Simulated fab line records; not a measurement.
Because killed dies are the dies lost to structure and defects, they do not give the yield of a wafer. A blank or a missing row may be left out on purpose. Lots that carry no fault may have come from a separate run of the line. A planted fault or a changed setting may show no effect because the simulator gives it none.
fab line records	flow nand_harc
[record] lots = 24	wafers = 72	last_day = 24
route steps=1159 shown A_STAIRCASE@741 A_SGD_CUT@778 A_SLIT@779 A_WL_FILL@816
lots with no fault: from the same line, run without faults
start_h: the number of hours between the record's first day and the start of the first shown wafer of the lot	wait_h: how many hours have passed since the lot's step before this one	" identical to the entry in the row above	L1.1+2: one row covering several wafers at once	- no value, or no start was given	* or withheld: withheld	< > ~ a bound
route shown NAME@n: a module of which the file shows steps, and the number in the route of the first	usual: mean and standard deviation over wafers with no fault	same: alike in all rows	chamber/n: place in a boat	sites: each site's reading	_std_site: standard deviation of those values	_edge_site: mean of outer sites minus mean of inner sites	radius_mm: how far each site lies from the wafer's centre	mask NAME#n: copy n	behind: the last tool/chamber to shape the wafer	hold: why the lot was held/for how many hours/how that ended	device: which transistor (n, p or np) failed to switch	end of line: at the end of the route, the tests of the same wafers	a step without rows: its recipe alone	killed: dies that structure and defects cost at the first sort, which is not the same as the wafer's yield	map: a wafer's dies, x killed, . not, _ none there
set.NAME: the setting the step ran with; set.NAME@STEP: the setting that earlier step ran with	model.NAME: the simulator's own value behind a step, which no gauge read
steps of the route over a sample of lots; a table a step, a row a wafer
services: when a tool's chamber went out of use (start_h, in hours from the record's first day, below 0 if earlier), for how many hours, and the reason
[[steps]]
[step NHARC_A_STAIRCASE_STRIP_475]
[recipe] time_s = 20	o2_flow_sccm = 500	ar_flow_sccm = 0	bias_w = 0	chemistry = O2
[usual] chamber_pressure_mTorr = 60.00/0.052	drypump_motor_current_A = 5.6/0.43	oes_product_au = 1.001/0.0094	rf_vpp_V = 58.1/0.79	showerhead_plenum_p_Torr = 3.59/0.13	throttle_valve_pct = 17.038/0.0091
lot.wafer	tool	chamber	start_h	wait_h	chamber_pressure_mTorr	drypump_motor_current_A	oes_product_au	rf_hours_counter_h	rf_vpp_V	showerhead_plenum_p_Torr	throttle_valve_pct
L074.4	rie_diel-09	2	-	-	60.02	6.4	1.001	16	57.8	3.63	17.051
L074.3	"	3	"	"	59.95	5.4	0.985	15	58.4	3.57	17.026
L074.6	"	2	"	"	59.95	6.4	1.014	-	57.3	3.63	17.034
L076.2	rie_diel-10	3	-	-	60.06	5.4	1.010	44	57.2	3.58	17.031
L076.3	"	1	"	"	60.00	5.4	0.998	50	57.5	3.66	17.054
L076.6	"	0	"	"	60.04	5.3	0.997	-	58.1	3.56	17.052
L075.4	rie_diel-09	1	-	-	60.06	5.0	0.988	18	57.5	3.38	17.052
L075.1	"	3	"	"	60.00	5.4	0.993	19	58.2	3.57	17.024
L075.6	"	1	"	"	60.04	5.0	0.999	-	56.8	3.38	17.049
L077.4	rie_diel-07	0	-	-	59.96	5.5	1.003	28	59.4	3.55	17.043
L077.1	"	1	"	"	60.12	5.7	1.004	27	58.0	3.68	17.036
L077.6	"	3	"	"	59.99	6.4	0.993	-	58.9	3.64	17.037
L078.2	rie_diel-10	3	-	-	59.93	5.4	0.990	47	57.3	3.58	17.046
L078.6	"	3	"	"	59.98	5.4	1.000	-	57.7	3.58	17.050
L078.5	"	0	"	"	60.09	5.3	1.012	-	58.6	3.56	17.026
L081.1	rie_diel-09	3	356.93	0.6	60.01	5.4	0.992	35	58.1	3.56	17.027
L081.2	"	0	"	"	60.02	5.4	1.014	28	57.5	3.79	17.038
L081.5	"	0	"	"	59.97	5.3	1.005	-	59.3	3.79	17.040
L082.2	rie_diel-07	2	-	-	60.03	5.2	0.975	42	57.7	3.75	17.048
L082.4	"	3	"	"	59.99	6.4	1.002	42	57.6	3.63	17.033
L082.1	"	0	"	"	60.01	5.5	1.005	40	56.9	3.54	17.020
L079.3	rie_diel-09	0	357.20	0.6	59.91	5.4	1.017	28	60.3	3.79	17.055
L079.6	"	3	"	"	60.02	5.4	1.008	-	58.8	3.56	17.042
L079.4	"	0	"	"	59.91	5.4	1.004	-	57.6	3.79	17.021
L083.4	rie_diel-07	1	-	-	59.91	5.7	1.005	40	59.1	3.67	17.044
L083.1	"	3	"	"	60.05	6.4	1.007	43	58.8	3.63	17.044
L083.5	"	0	"	"	59.94	5.5	0.996	-	59.5	3.54	17.038
L080.2	rie_diel-07	2	-	-	59.99	5.2	0.984	43	58.0	3.75	17.042
L080.3	"	3	"	"	60.11	6.5	1.002	43	57.6	3.63	17.033
L080.5	"	3	"	"	59.93	6.5	0.996	-	57.6	3.63	17.029
L084.4	rie_diel-07	3	-	-	60.06	6.5	0.991	46	57.6	3.63	17.044
L084.3	"	0	"	"	59.97	5.6	1.003	44	58.1	3.54	17.033
L084.6	"	1	"	"	59.99	5.6	1.000	-	58.1	3.67	17.028
L086.2	rie_diel-07	3	-	-	60.02	6.5	0.985	51	58.6	3.63	17.032
L086.1	"	0	"	"	60.00	5.5	1.003	49	58.3	3.53	17.037
L086.4	"	1	"	"	60.06	5.7	0.996	49	58.8	3.66	17.033
L087.3	rie_diel-09	3	-	-	59.97	5.4	0.987	44	56.9	3.55	17.034
L087.1	"	1	"	"	60.02	5.0	0.995	39	57.2	3.37	17.040
L087.5	"	0	"	"	60.02	5.4	0.990	-	59.1	3.79	17.045
L085.2	rie_diel-10	1	-	-	60.03	5.4	1.009	13	57.9	3.64	17.044
L085.1	"	3	"	"	59.98	5.4	1.004	12	57.8	3.57	17.041
L085.5	"	2	"	"	60.14	5.7	1.009	-	56.9	3.29	17.043
L088.4	rie_diel-10	2	-	-	60.02	5.7	1.006	16	57.7	3.29	17.037
L088.3	"	3	"	"	59.94	5.4	1.002	15	59.2	3.57	17.027
L088.6	"	0	"	"	59.97	5.3	1.010	-	57.0	3.54	17.035
L091.2	rie_diel-10	1	-	-	60.00	5.3	1.023	17	57.3	3.64	17.029
L091.3	"	3	"	"	60.09	5.4	1.016	15	59.2	3.57	17.024
L091.6	"	0	"	"	60.00	5.4	1.025	-	58.6	3.54	17.045
L090.2	rie_diel-10	2	-	-	60.04	5.8	1.008	19	57.4	3.29	17.035
L090.1	"	1	"	"	59.96	5.3	1.011	21	58.0	3.64	17.040
L090.6	"	2	"	"	60.02	5.7	1.003	-	56.8	3.29	17.035
L089.4	rie_diel-10	3	-	-	60.10	5.4	1.005	18	58.9	3.57	17.046
L089.5	"	3	"	"	60.07	5.4	1.006	-	56.7	3.57	17.044
L089.6	"	0	"	"	60.05	5.4	1.003	-	58.1	3.54	17.028
L093.2	rie_diel-09	0	-	-	60.00	5.4	0.992	58	58.3	3.77	17.053
L093.5	"	2	"	"	59.98	6.4	0.994	-	58.8	3.60	17.046
L093.6	"	3	"	"	59.89	5.3	0.990	-	57.7	3.54	17.042
L092.3	rie_diel-09	2	-	-	59.98	6.4	0.985	64	59.8	3.60	17.041
L092.2	"	0	"	"	59.96	5.4	0.991	58	58.4	3.77	17.043
L092.6	"	3	"	"	59.97	5.4	0.997	-	57.0	3.54	17.030
L094.2	rie_diel-07	3	-	-	59.99	6.5	1.001	15	58.4	3.62	17.032
L094.4	"	1	"	"	59.98	5.7	1.001	13	58.1	3.65	17.035
L094.1	"	2	"	"	60.04	5.2	1.006	14	57.9	3.73	17.029
L097.4	rie_diel-07	0	-	-	60.08	5.5	1.012	14	58.6	3.52	17.052
L097.5	"	2	"	"	60.06	5.2	1.006	-	57.6	3.73	17.016
L097.6	"	3	"	"	60.00	6.4	1.007	-	57.6	3.62	17.025
L095.3	rie_diel-09	3	446.31	0.3	59.88	5.4	1.001	3	58.3	3.54	17.030
L095.2	"	2	"	"	59.97	6.4	1.004	4	57.9	3.60	17.037
L095.4	"	3	"	"	60.01	5.4	1.013	-	58.0	3.54	17.022
L096.4	rie_diel-10	2	-	-	59.98	5.8	1.000	31	56.6	3.28	17.019
L096.1	"	3	"	"	60.03	5.4	0.999	31	58.2	3.56	17.027
L096.3	"	1	"	"	59.93	5.4	1.007	36	59.3	3.63	17.041
[step NHARC_A_STAIRCASE_DEP_471]
[recipe] target_thk_a = 1000	temp_c = 400	pressure_torr = 6.5	rf_w = 900	teos_flow_sccm = 161.4	flow_sccm = 2650	target_thk_nm = 100	gas = O2	material = SiO2
[usual] heater_power_w = 558/78	throttle_valve_pct = 16.1/0.66
lot.wafer	tool	chamber	start_h	wait_h	heater_power_w	throttle_valve_pct
L074.3	pecvd-01	0	301.99	-	574	15.6
L074.4	"	1	"	"	528	15.5
L074.6	"	0	"	"	587	15.3
L076.2	pecvd-01	0	313.42	-	552	15.0
L076.3	"	2	"	"	694	15.6
L076.6	"	2	"	"	714	15.6
L075.1	pecvd-03	1	313.66	-	546	16.4
L075.4	"	1	"	"	534	16.5
L075.6	"	2	"	"	470	16.5
L077.1	pecvd-01	2	323.60	-	750	15.7
L077.6	"	1	"	"	600	15.4
L077.4	"	0	"	"	501	15.3
L078.2	pecvd-02	0	324.05	-	594	17.0
L078.6	"	2	"	"	469	14.6
L078.5	"	1	"	"	589	16.7
L081.1	pecvd-02	2	357.10	-	536	14.8
L081.2	"	0	"	"	543	16.8
L081.5	"	0	"	"	545	16.5
L082.1	pecvd-02	1	357.47	-	582	16.5
L082.2	"	2	"	"	537	14.9
L082.4	"	1	"	"	577	16.2
L079.3	pecvd-03	0	357.50	-	573	16.1
L079.4	"	0	"	"	598	16.1
L079.6	"	2	"	"	555	16.3
L083.1	pecvd-03	1	358.15	-	430	16.9
L083.5	"	1	"	"	438	16.8
L083.4	"	2	"	"	582	16.4
L080.3	pecvd-02	1	358.94	-	514	16.0
L080.2	"	2	"	"	494	15.0
L080.5	"	0	"	"	524	16.8
L084.3	pecvd-01	1	368.83	-	639	15.8
L084.4	"	2	"	"	760	15.8
L084.6	"	2	"	"	759	15.9
L086.1	pecvd-03	1	379.45	-	516	16.9
L086.2	"	2	"	"	559	16.6
L086.4	"	0	"	"	570	16.4
L087.1	pecvd-02	2	379.51	-	469	14.9
L087.3	"	0	"	"	507	16.8
L087.5	"	2	"	"	474	14.6
L085.1	pecvd-02	2	402.38	-	492	14.6
L085.2	"	0	"	"	455	16.5
L085.5	"	2	"	"	502	14.9
L088.3	pecvd-01	1	408.19	-	578	15.8
L088.6	"	0	"	"	477	15.4
L088.4	"	1	"	"	583	15.7
L091.3	pecvd-03	2	408.43	-	487	16.5
L091.2	"	1	"	"	433	16.9
L091.6	"	0	"	"	638	16.5
L090.1	pecvd-03	2	414.82	-	442	16.4
L090.2	"	0	"	"	656	16.4
L090.6	"	2	"	"	466	16.4
L089.4	pecvd-01	0	415.27	-	489	15.6
L089.5	"	1	"	"	626	15.6
L089.6	"	2	"	"	671	16.0
L093.2	pecvd-03	2	426.45	-	492	16.8
L093.6	"	2	"	"	492	16.2
L093.5	"	0	"	"	618	16.1
L092.2	pecvd-03	1	426.66	-	514	17.0
L092.3	"	2	"	"	457	16.3
L092.6	"	2	"	"	462	16.4
L094.2	pecvd-02	0	445.15	-	538	16.9
L094.1	"	2	"	"	534	15.1
L094.4	"	2	"	"	543	15.0
L097.6	pecvd-03	0	445.38	-	569	16.4
L097.5	"	1	"	"	524	17.2
L097.4	"	2	"	"	520	16.4
L096.1	pecvd-02	2	446.42	-	538	14.9
L096.3	"	1	"	"	545	16.1
L096.4	"	2	"	"	524	14.9
L095.2	pecvd-01	0	446.44	-	584	15.4
L095.3	"	1	"	"	473	15.5
L095.4	"	1	"	"	471	15.6
[step NHARC_A_SGD_CUT_INSPECT_25]
[usual] raw_defect_count = 313/87
lot.wafer	tool	chamber	start_h	wait_h	raw_defect_count
L074.3	defect_inspect-01	-	309.97	-	222
L074.4	"	-	"	"	227
L074.6	"	-	"	"	202
L075.1	defect_inspect-01	-	324.74	-	296
L075.4	"	-	"	"	304
L075.6	"	-	"	"	268
L076.2	defect_inspect-02	-	324.75	-	367
L076.3	"	-	"	"	329
L076.6	"	-	"	"	350
L077.1	defect_inspect-02	-	331.70	-	387
L077.4	"	-	"	"	290
L077.6	"	-	"	"	268
L078.2	defect_inspect-01	-	331.70	-	323
L078.5	"	-	"	"	501
L078.6	"	-	"	"	432
L082.1	defect_inspect-02	-	365.71	-	461
L082.2	"	-	"	"	305
L082.4	"	-	"	"	287
L083.1	defect_inspect-01	-	365.72	-	753
L083.4	"	-	"	"	624
L083.5	"	-	"	"	428
L081.1	defect_inspect-02	-	365.72	-	348
L081.2	"	-	"	"	408
L081.5	"	-	"	"	449
L079.3	defect_inspect-01	-	365.88	-	416
L079.4	"	-	"	"	370
L079.6	"	-	"	"	383
L080.2	defect_inspect-02	-	365.88	-	223
L080.3	"	-	"	"	215
L080.5	"	-	"	"	254
L084.3	defect_inspect-01	-	376.71	-	258
L084.4	"	-	"	"	284
L084.6	"	-	"	"	235
L086.1	defect_inspect-01	-	387.43	-	312
L086.2	"	-	"	"	397
L086.4	"	-	"	"	404
L087.1	defect_inspect-02	-	387.43	-	274
L087.3	"	-	"	"	234
L087.5	"	-	"	"	382
L085.1	defect_inspect-01	-	410.26	-	286
L085.2	"	-	"	"	243
L085.5	"	-	"	"	334
L088.3	defect_inspect-02	-	417.25	-	235
L088.4	"	-	"	"	275
L088.6	"	-	"	"	232
L091.2	defect_inspect-02	-	417.31	-	261
L091.3	"	-	"	"	265
L091.6	"	-	"	"	268
L090.1	defect_inspect-02	-	423.79	-	319
L090.2	"	-	"	"	264
L090.6	"	-	"	"	257
L089.4	defect_inspect-01	-	423.79	-	273
L089.5	"	-	"	"	282
L089.6	"	-	"	"	221
L093.2	defect_inspect-01	-	434.23	-	342
L093.5	"	-	"	"	328
L093.6	"	-	"	"	359
L092.2	defect_inspect-02	-	434.23	-	279
L092.3	"	-	"	"	313
L092.6	"	-	"	"	317
L097.4	defect_inspect-01	-	454.13	-	217
L097.5	"	-	"	"	330
L097.6	"	-	"	"	367
L094.1	defect_inspect-02	-	454.25	-	313
L094.2	"	-	"	"	356
L094.4	"	-	"	"	374
L095.2	defect_inspect-01	-	454.41	-	357
L095.3	"	-	"	"	273
L095.4	"	-	"	"	281
L096.1	defect_inspect-02	-	454.55	-	253
L096.3	"	-	"	"	195
L096.4	"	-	"	"	186
[step NHARC_A_SLIT_DEP_25]
[recipe] target_thk_a = 2000	temp_c = 400	pressure_torr = 6.5	rf_w = 900	teos_flow_sccm = 161.4	flow_sccm = 2650	target_thk_nm = 200	gas = O2	material = SiO2
[usual] heater_power_w = 548/100	throttle_valve_pct = 15.9/0.43
lot.wafer	tool	chamber	start_h	wait_h	heater_power_w	throttle_valve_pct
L074.3	pecvd-01	1	310.04	0.1	577	15.5
L074.6	"	1	"	"	595	15.8
L074.4	"	0	"	"	556	15.1
L075.1	pecvd-01	1	324.81	0.1	652	15.6
L075.6	"	1	"	"	637	15.6
L075.4	"	0	"	"	534	15.5
L076.3	pecvd-04	1	324.92	0.2	409	15.8
L076.2	"	2	"	"	675	16.0
L076.6	"	2	"	"	691	15.6
L077.1	pecvd-04	1	331.85	0.2	479	15.6
L077.6	"	2	"	"	639	15.9
L077.4	"	0	"	"	438	15.9
L078.2	pecvd-01	2	331.85	0.1	730	15.7
L078.6	"	1	"	"	519	15.7
L078.5	"	2	"	"	757	15.8
L082.2	pecvd-04	1	365.82	0.1	406	15.8
L082.1	"	2	"	"	674	15.6
L082.4	"	0	"	"	455	15.9
L081.2	pecvd-04	2	366.02	0.3	684	15.8
L081.1	"	0	"	"	452	15.7
L081.5	"	2	"	"	682	16.0
L083.1	pecvd-01	1	366.04	0.3	609	15.9
L083.4	"	1	"	"	613	15.7
L083.5	"	1	"	"	639	15.6
L079.4	pecvd-03	0	366.25	0.4	625	16.4
L079.3	"	2	"	"	541	16.1
L079.6	"	2	"	"	523	16.5
L080.3	pecvd-04	2	366.28	0.4	625	15.8
L080.2	"	0	"	"	372	16.0
L080.5	"	0	"	"	392	15.6
L084.4	pecvd-01	1	376.89	0.2	612	15.5
L084.3	"	2	"	"	736	15.9
L084.6	"	1	"	"	619	15.9
L086.1	pecvd-03	2	387.79	0.4	482	16.7
L086.2	"	0	"	"	541	16.3
L086.4	"	0	"	"	553	16.5
L087.1	pecvd-01	1	387.81	0.4	565	15.6
L087.3	"	1	"	"	576	15.6
L087.5	"	1	"	"	596	15.7
L085.2	pecvd-04	2	410.36	0.1	496	16.0
L085.1	"	0	"	"	396	15.6
L085.5	"	2	"	"	509	15.7
L088.3	pecvd-03	1	417.31	0.1	553	16.9
L088.6	"	2	"	"	590	16.4
L088.4	"	0	"	"	663	16.1
L091.2	pecvd-01	1	417.38	0.1	628	15.7
L091.3	"	2	"	"	678	16.2
L091.6	"	0	"	"	525	15.7
L090.1	pecvd-03	1	423.86	0.1	447	17.1
L090.2	"	2	"	"	547	16.6
L090.6	"	0	"	"	627	16.5
L089.6	pecvd-04	2	423.98	0.2	590	16.0
L089.4	"	0	"	"	347	15.8
L089.5	"	1	"	"	395	15.6
L093.2	pecvd-01	1	434.44	0.2	547	15.5
L093.6	"	2	"	"	685	15.4
L093.5	"	0	"	"	531	15.5
L092.2	pecvd-03	2	434.49	0.3	554	16.7
L092.3	"	0	"	"	588	16.5
L092.6	"	1	"	"	526	17.2
L097.4	pecvd-04	0	454.31	0.2	411	15.4
L097.5	"	1	"	"	487	15.8
L097.6	"	2	"	"	572	15.9
L094.2	pecvd-01	2	454.32	0.1	669	15.9
L094.1	"	0	"	"	576	15.7
L094.4	"	0	"	"	435	15.2
L095.3	pecvd-03	2	454.48	0.1	437	16.3
L095.2	"	1	"	"	458	17.1
L095.4	"	1	"	"	475	16.9
L096.1	pecvd-04	1	454.66	0.1	422	15.9
L096.3	"	2	"	"	546	16.0
L096.4	"	0	"	"	415	15.8
[step NHARC_A_WL_FILL_STRIP_27]
[recipe] power_w = 1500	temp_c = 250	time_s = 20	chemistry = N2/H2
[usual] drypump_motor_current_A = 5.8/0.64	heater_power_w = 329/34
lot.wafer	tool	chamber	start_h	wait_h	drypump_motor_current_A	heater_power_w	rf_hours_counter_h
L074.4	plasma_asher-02	1	339.73	0.2	4.9	296	-
L074.3	"	0	"	"	6.6	325	-
L074.6	"	0	"	"	6.6	324	-
L075.1	plasma_asher-01	1	347.73	0.1	6.1	322	19
L075.4	"	1	"	"	6.1	320	-
L075.6	"	0	"	"	5.6	383	-
L076.2	plasma_asher-02	0	348.11	0.1	6.6	323	54
L076.3	"	1	"	"	5.0	292	-
L076.6	"	1	"	"	5.0	288	-
L078.2	plasma_asher-01	1	351.37	0.1	6.0	321	21
L078.5	"	1	"	"	6.0	325	-
L078.6	"	0	"	"	5.5	394	-
L077.1	plasma_asher-02	0	354.19	0.1	6.7	321	56
L077.4	"	1	"	"	4.9	302	-
L077.6	"	1	"	"	5.0	285	-
L081.1	plasma_asher-01	1	386.88	0.1	6.0	325	36
L081.2	"	0	"	"	5.6	384	36
L081.5	"	0	"	"	5.6	398	-
L080.2	plasma_asher-01	1	389.72	0.2	6.0	331	37
L080.3	"	1	"	"	6.0	322	-
L080.5	"	0	"	"	5.5	382	-
L082.1	plasma_asher-01	0	393.25	0.4	5.6	397	38
L082.2	"	1	"	"	6.0	319	38
L082.4	"	1	"	"	6.1	316	-
L083.1	plasma_asher-01	1	395.74	0.1	6.0	319	39
L083.4	"	0	"	"	5.6	379	-
L083.5	"	0	"	"	5.5	393	-
L079.4	plasma_asher-01	0	396.48	0.3	5.5	388	-
L079.3	"	1	"	"	6.1	318	-
L079.6	"	1	"	"	6.1	326	-
L084.4	plasma_asher-01	1	401.01	0.1	6.1	320	-
L084.3	"	0	"	"	5.6	385	-
L084.6	"	0	"	"	5.5	392	-
L086.1	plasma_asher-01	0	407.78	0.5	5.5	396	45
L086.2	"	1	"	"	6.0	325	45
L086.4	"	0	"	"	5.6	390	-
L087.1	plasma_asher-02	0	407.89	0.4	6.6	315	12
L087.3	"	0	"	"	6.6	317	-
L087.5	"	1	"	"	5.0	297	-
L085.1	plasma_asher-02	0	431.40	0.1	6.6	322	20
L085.2	"	1	"	"	5.0	289	20
L085.5	"	0	"	"	6.6	320	-
L091.2	plasma_asher-01	1	438.02	0.1	6.0	326	54
L091.3	"	1	"	"	6.1	323	-
L091.6	"	1	"	"	6.1	326	-
L088.4	plasma_asher-02	0	441.08	0.3	6.7	323	-
L088.3	"	1	"	"	5.0	294	-
L088.6	"	1	"	"	5.0	295	-
L089.4	plasma_asher-02	1	444.19	0.1	4.9	302	-
L089.5	"	1	"	"	5.0	298	-
L089.6	"	0	"	"	6.6	317	-
L090.1	plasma_asher-02	1	447.65	0.5	4.9	289	25
L090.2	"	0	"	"	6.7	311	25
L090.6	"	1	"	"	4.9	291	-
L092.2	plasma_asher-02	0	455.45	0.1	6.6	314	26
L092.3	"	1	"	"	5.0	297	-
L092.6	"	1	"	"	5.0	292	-
L093.2	plasma_asher-02	0	456.82	0.4	6.6	316	27
L093.5	"	1	"	"	5.0	293	-
L093.6	"	0	"	"	6.6	322	-
L094.1	plasma_asher-01	1	476.55	0.1	6.0	324	3
L094.2	"	0	"	"	5.5	387	3
L094.4	"	1	"	"	6.0	328	-
L095.2	plasma_asher-02	0	479.34	0.1	6.6	322	37
L095.3	"	0	"	"	6.6	321	-
L095.4	"	1	"	"	5.0	294	-
L096.1	plasma_asher-02	1	480.57	0.1	5.0	292	37
L096.3	"	0	"	"	6.6	315	-
L096.4	"	1	"	"	5.0	293	-
L097.4	plasma_asher-02	1	482.20	0.2	4.9	297	-
L097.5	"	0	"	"	6.7	322	-
L097.6	"	1	"	"	5.0	301	-
[step NHARC_A_WL_FILL_ETCHBACK_16]
[recipe] target_depth_a = 880	time_s = 17.6	c4f8_flow_sccm = withheld	o2_flow_sccm = 8	ar_flow_sccm = withheld	rf_w = 600	bias_w = 800	chemistry = C4F8/O2/Ar
[usual] chamber_pressure_mTorr = 25.001/0.023	oes_product_au = 0.979/0.03	rf_vpp_V = 723/3.8
lot.wafer	tool	chamber	start_h	wait_h	chamber_pressure_mTorr	oes_product_au	rf_hours_counter_h	rf_vpp_V
L074.3	rie_diel-06	3	-	-	25.019	0.974	2.9	729
L074.4	"	2	"	"	25.009	0.965	3.2	725
L074.6	"	0	"	"	24.990	0.974	-	723
L075.1	rie_diel-12	3	-	-	25.011	0.992	9.0	723
L075.4	"	3	"	"	24.971	1.011	-	725
L075.6	"	0	"	"	24.993	1.005	-	718
L076.2	rie_diel-06	3	-	-	24.988	0.999	3.2	728
L076.3	"	0	"	"	25.000	0.995	2.9	722
L076.6	"	3	"	"	24.998	0.999	-	729
L078.2	rie_diel-12	0	-	-	25.020	0.972	9.7	717
L078.6	"	2	"	"	25.020	0.958	-	728
L078.5	"	3	"	"	25.031	0.975	-	722
L077.4	rie_diel-03	0	-	-	25.034	0.991	5.9	721
L077.1	"	1	"	"	25.013	1.008	5.6	722
L077.6	"	3	"	"	24.983	1.005	-	729
L080.2	rie_diel-12	0	-	-	25.005	1.008	1.1	718
L080.3	"	1	"	"	24.977	0.984	1.2	725
L080.5	"	0	"	"	25.020	1.004	-	720
L081.2	rie_diel-06	3	-	-	25.009	0.920	4.2	729
L081.1	"	1	"	"	25.026	0.916	4.3	720
L081.5	"	3	"	"	25.045	0.919	-	728
L082.4	rie_diel-03	3	-	-	25.006	1.011	0	729
L082.1	"	1	"	"	24.983	1.001	0	721
L082.2	"	2	"	"	25.029	0.996	0	716
L083.4	rie_diel-12	0	-	-	25.026	1.004	1.3	718
L083.1	"	3	"	"	25.022	1.008	1.3	722
L083.5	"	0	"	"	25.019	1.010	-	718
L079.4	rie_diel-06	0	-	-	25.037	0.917	4.1	723
L079.3	"	1	"	"	25.025	0.915	4.5	720
L079.6	"	0	"	"	24.977	0.917	-	723
L084.3	rie_diel-06	2	-	-	24.968	0.931	4.7	723
L084.4	"	3	"	"	24.981	0.940	4.7	729
L084.6	"	3	"	"	25.000	0.939	-	728
L087.1	rie_diel-06	2	-	-	25.011	1.004	4.8	725
L087.3	"	0	"	"	25.001	0.997	4.5	723
L087.5	"	1	"	"	25.007	0.987	-	718
L086.2	rie_diel-03	2	-	-	25.018	1.000	0.6	716
L086.4	"	3	"	"	24.999	1.007	0.7	730
L086.1	"	0	"	"	25.033	0.991	0.7	724
L085.2	rie_diel-06	0	-	-	24.992	1.010	0.2	721
L085.1	"	3	"	"	24.978	0.989	0.3	728
L085.5	"	0	"	"	24.929	1.006	-	723
L091.2	rie_diel-03	1	-	-	25.008	0.987	1.6	722
L091.3	"	3	"	"	25.033	1.001	1.8	728
L091.6	"	1	"	"	25.043	0.991	-	723
L088.3	rie_diel-03	0	-	-	24.976	0.930	1.9	723
L088.4	"	1	"	"	25.030	0.919	1.9	722
L088.6	"	2	"	"	25.022	0.918	-	717
L089.4	rie_diel-06	0	-	-	25.029	0.994	0.5	722
L089.5	"	2	"	"	25.036	0.979	-	724
L089.6	"	3	"	"	24.962	0.981	-	729
L090.2	rie_diel-12	1	-	-	25.011	0.999	4.2	723
L090.1	"	0	"	"	24.991	1.007	3.7	717
L090.6	"	1	"	"	25.016	1.004	-	723
L092.2	rie_diel-06	2	-	-	25.008	0.990	0.9	725
L092.3	"	3	"	"	24.955	1.002	0.8	729
L092.6	"	2	"	"	25.002	0.988	-	725
L093.2	rie_diel-03	2	-	-	25.004	1.001	2.9	716
L093.5	"	2	"	"	24.993	1.000	-	717
L093.6	"	3	"	"	24.965	1.009	-	728
L094.4	rie_diel-12	2	-	-	24.970	0.929	6.7	728
L094.2	"	3	"	"	24.984	0.935	6.1	723
L094.1	"	0	"	"	25.017	0.940	5.5	719
L095.3	rie_diel-06	3	-	-	24.983	0.990	1.4	729
L095.2	"	0	"	"	24.993	1.008	1.1	723
L095.4	"	2	"	"	25.016	0.979	1.4	724
L097.4	rie_diel-12	2	-	-	24.991	0.963	6.7	729
L097.6	"	1	"	"	25.019	0.965	-	723
L097.5	"	2	"	"	24.965	0.962	-	728
L096.3	rie_diel-06	2	-	-	25.020	0.980	1.4	724
L096.4	"	3	"	"	24.955	0.997	1.4	729
L096.1	"	1	"	"	25.026	0.994	1.3	720
[[services]]
tool	chamber	start_h	hours	kind
pecvd-04	2	282.54	19.9	repair
rie_diel-10	0	290.46	1.5	repair
pecvd-03	-	292.23	13.0	pm
pecvd-02	-	300.15	1.2	repair
rie_diel-10	-	304.83	1.8	repair
rie_diel-06	3	308.00	10.4	repair
rie_diel-06	0	319.59	9.5	repair
pecvd-03	-	321.24	4.4	repair
pecvd-02	-	334.53	13.0	pm
rie_diel-10	-	353.62	9.0	pm
plasma_asher-02	-	360.00	9.0	pm
pecvd-01	0	363.24	29.6	repair
pecvd-03	1	364.95	9.8	repair
pecvd-04	1	367.63	4.7	repair
pecvd-04	-	376.42	13.0	pm
rie_diel-06	2	389.99	7.2	repair
plasma_asher-02	-	393.59	4.7	repair
pecvd-01	-	418.11	13.0	pm
rie_diel-06	-	418.20	9.0	pm
plasma_asher-02	-	449.43	2.6	repair
plasma_asher-01	-	453.74	9.0	pm
pecvd-03	2	457.59	5.2	repair
rie_diel-06	0	465.11	4.7	repair
pecvd-03	-	473.23	13.0	pm
[[key]]
fault none
